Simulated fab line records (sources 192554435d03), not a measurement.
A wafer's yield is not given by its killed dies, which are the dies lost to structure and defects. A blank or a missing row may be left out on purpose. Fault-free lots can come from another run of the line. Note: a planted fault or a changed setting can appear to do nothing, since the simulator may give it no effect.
Matching of chambers	flow n5-finfet	4 sister chambers for N5_BEOL_M4_STRIP_19 on rie-diel-01
The step strips in O2. 4 wafers are shown with their chamber, then 9 later ones without.

== WAFERS WITH THEIR CHAMBER ==
wafer	chamber	showerhead-plenum-p-Torr (Torr)
L091.3	1	2.12
L093.1	3	2.24
L093.3	2	2.04
L093.4	0	2.04

== WAFERS WITHOUT THEIR CHAMBER ==
wafer	showerhead-plenum-p-Torr (Torr)
L092.3	2.24
L092.4	2.04
L092.5	2.04
L094.1	2.12
L094.4	2.04
L094.5	2.12
L097.3	2.12
L097.5	2.12
L097.6	2.03

== CHAMBER TAKEN BY EACH ==
wafer	from the rows above	in truth
L092.3	3	3
L092.4	can't be placed: 0 or 2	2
L092.5	can't be placed: 0 or 2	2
L094.1	1	1
L094.4	can't be placed: 0 or 2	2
L094.5	1	1
L097.3	1	1
L097.5	1	1
L097.6	can't be placed: 0 or 2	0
Placed correctly: 5 of 9. Unplaceable from these rows: 4, with the true chamber sitting among the candidates in 4. Placed wrongly: 0.
How it was worked out, from the rows above alone: a wafer's distance from a chamber is the root of the sum, over the readings, of the square of ((its reading less the chamber's mean) divided by the reading's scatter). The wafer belongs to the nearest chamber; if the next one is less than 2 further off, it can't be placed. The mean given for a chamber averages the wafers shown for that chamber. The scatter: with one shown wafer a chamber, the root of the mean of the squares of how far each hidden wafer lies from its nearest shown one.
